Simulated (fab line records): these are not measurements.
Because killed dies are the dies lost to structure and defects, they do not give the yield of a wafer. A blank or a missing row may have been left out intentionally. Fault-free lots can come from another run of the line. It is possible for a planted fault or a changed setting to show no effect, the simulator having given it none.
Comparing a struck lot with a sound one -- flow n5_finfet -- 38 out of 1938 route steps
Sound: the wafers L483.1, L483.2, L483.6. The struck wafers were L468.1, L468.2, L468.4. The cause comes at the end.
At each step with rows: each side's tool, then ch and its chambers, then its first start. Under that, the readings that differ: sound wafers -- struck wafers -- difference of the means -- sigmas: that difference in standard deviations of wafers without a fault.
alike: words and numbers the same on both sides, and readings whose means are apart by under 2 such deviations; not compared: readings that were withheld, readings missing a value for some wafer, numbers with overlapping values and no deviation given by the record, and bounds like >300 which may hide the same value.
Wherever a step has rows on one side only, a row that says differs or no value, or a row with sigmas, the two part there. Numbers that don't overlap but have no deviation are shown without sigmas and don't part them. A reading missing from all wafers of one side parts the sides only when that side holds two or more wafers.

first, 8 steps without rows for these wafers: N5_MOL_CONTACT_COAG_PRECLEAN_138 (cleans in alkaline clean, time 60 s); N5_MOL_CONTACT_COAG_SRD_139 (time 30 s); N5_MOL_CONTACT_COAG_PRE_CLEAN_121; N5_MOL_CONTACT_COAG_CVD_140 (deposits W, target thk 66.5 nm, time 215 s); N5_MOL_CONTACT_COAG_PRECLEAN_127 (cleans in DIW, time 57.5 s); N5_MOL_CONTACT_COAG_SRD_128 (dry time 32 s); N5_MOL_CONTACT_COAG_CMP_52 (polishes, stops on SiO2, t overpolish 1.5 s, target thk 66.5 nm); N5_MOL_CONTACT_COAG_ANNEAL_112 (time 1800 s).
N5_BEOL_M0_SAQP_PECVD_00: deposits SiCN from 3MS/NH3, target thk 8 nm, time 14 s.
  sound on pecvd-04 ch 0,2, day 11 01:58; struck on pecvd-04 ch 1,2, day 7 13:02
  no value came back on the struck wafers for chamber_pressure_Torr (Torr), rf_fwd_power_W (W), showerhead_plenum_p_Torr (Torr), throttle_valve_pct (%); on the sound wafers chamber_pressure_Torr (Torr) reads 2.997 2.999 2.997
then, 25 steps without rows for these wafers: N5_BEOL_M0_SAQP_ILD_DEP_01 (deposits SiOC from DEMS/O2, target thk 45.419 nm, time 8.7 s); N5_BEOL_M0_SAQP_HM_DEP_02 (deposits TiN, target thk 12 nm); N5_BEOL_M0_SAQP_PECVD_03 (deposits SiCN from 3MS/NH3, target thk 12 nm, time 21.1 s); N5_BEOL_M0_SAQP_PECVD_96 (deposits a-Si from SiH4/He, target thk 45 nm, time 45.2 s); N5_BEOL_M0_SAQP_PECVD_97 (deposits SiNx from SiH4/NH3/N2, target thk 23 nm, time 19.9 s); N5_BEOL_M0_SAQP_PECVD_04 (deposits a-Si from SiH4/He, target thk 60 nm, time 60.2 s); N5_BEOL_M0_SAQP_HM_DEP_111 (deposits SiO2 from SiH4/N2O, target thk 12 nm, time 7.2 s); N5_BEOL_M0_SAQP_COAT_81 (time 60 s, resist thk 100 nm); N5_BEOL_M0_SAQP_COAT_82 (time 60 s, resist thk 30 nm); N5_BEOL_M0_SAQP_COAT_08 (resist thk 90 nm); N5_BEOL_M0_SAQP_EBR_10; N5_BEOL_M0_SAQP_SOFTBAKE_09 (time 60 s); N5_BEOL_M0_SAQP_EXPOSE_11 (exposes mask M0 CORE, target cd 42 nm); N5_BEOL_M0_SAQP_PEB_12 (peb time 60 s); N5_BEOL_M0_SAQP_DEVELOP_13 (develop time 30 s); N5_BEOL_M0_SAQP_DESCUM_19 (chemistry O2, time 7.9 s); N5_BEOL_M0_SAQP_ETCH_83 (etches SiARC in CF4, target depth 39 nm, time 65 s); N5_BEOL_M0_SAQP_ETCH_84 (etches SOC in N2/H2, target depth 100 nm, overetch 20 nm, time 150 s); N5_BEOL_M0_SAQP_STRIP_80 (strips in N2/H2); N5_BEOL_M0_SAQP_HM_OPEN_112 (chemistry CHF3/O2, target SiO2, stops on a-Si, target depth 12 nm, time 13.5 s); N5_BEOL_M0_SAQP_STRIP_113 (strips in CHF3/O2); N5_BEOL_M0_SAQP_MANDREL_ETCH_20 (etches a-Si in HBr/Cl2, stops on SiNx, target depth 60 nm, bt time 10 s, time 30 s); N5_BEOL_M0_SAQP_STRIP_86 (strips in N2/H2); N5_BEOL_M0_SAQP_STRIP_115 (strips in post etch residue remover, time 60 s); N5_BEOL_M0_SAQP_SRD_93 (time 30 s).
N5_BEOL_M0_ETCH_109: etches SiCN in CH3F/O2, target depth 8 nm, overetch 2.4 nm, time 27.4 s.
  sound on rie_diel-04 ch 0,2, day 11 14:17; struck on rie_diel-02 ch 0,1,2, day 8 00:34
reading,sound,struck,difference,sigmas
oes_product_au (a.u.),0.67 0.62 0.62,0.26 0.31 0.27,-0.36,-11
model.etch.depth_nm (nm),8.132 8.158 8.167,0 0 0,-8,
  alike: O2_flow_sccm, bias_w, drypump_motor_current_A, rf_fwd_power_W, rf_vpp_V, showerhead_plenum_p_Torr, throttle_valve_pct
  not compared: rf_hours_counter_h
N5_BEOL_M0_RS_MEAS_126: uses a four-point probe to measure.
  sound: film_metro-01 at day 11 18:44; struck: film_metro-01 at day 8 05:31
reading,sound,struck,difference,sigmas
M0_RS (ohm/sq),0.563 0.562 0.535,0.674 0.706 0.651,+0.124,+6
-- here the record skips 3 days between the struck wafers' starts before and after, leaving off in module BEOL_M0 and picking up in module BEOL_M4 (first step shown: number 1111 of the route) --
N5_BEOL_M4_RC_MEAS_101:
  sound on prober-01 ch 0, day 14 15:51; struck on prober-01 ch 0, day 10 22:28
  alike: DIBL_N, DIBL_P, IOFF_N, IOFF_P, ION_N, ION_P, SS_N, SS_P, VT_N, VT_P
-- the record jumps here: 6 days lie between the struck wafers' starts before and after (it left off in module BEOL_M4 and takes up again in module PASSIVATION, whose first step shown is number 1936 of the route) --
N5_PASSIVATION_PROBE_49:
  rows exist in the record for the struck wafers here (prober-02, day 16 11:22), but not for the sound ones

## WHERE THEY PART
Last at N5_PASSIVATION_PROBE_49 as far as this record goes, first at N5_BEOL_M0_SAQP_PECVD_00.

WHY: whatever the simulator had introduced
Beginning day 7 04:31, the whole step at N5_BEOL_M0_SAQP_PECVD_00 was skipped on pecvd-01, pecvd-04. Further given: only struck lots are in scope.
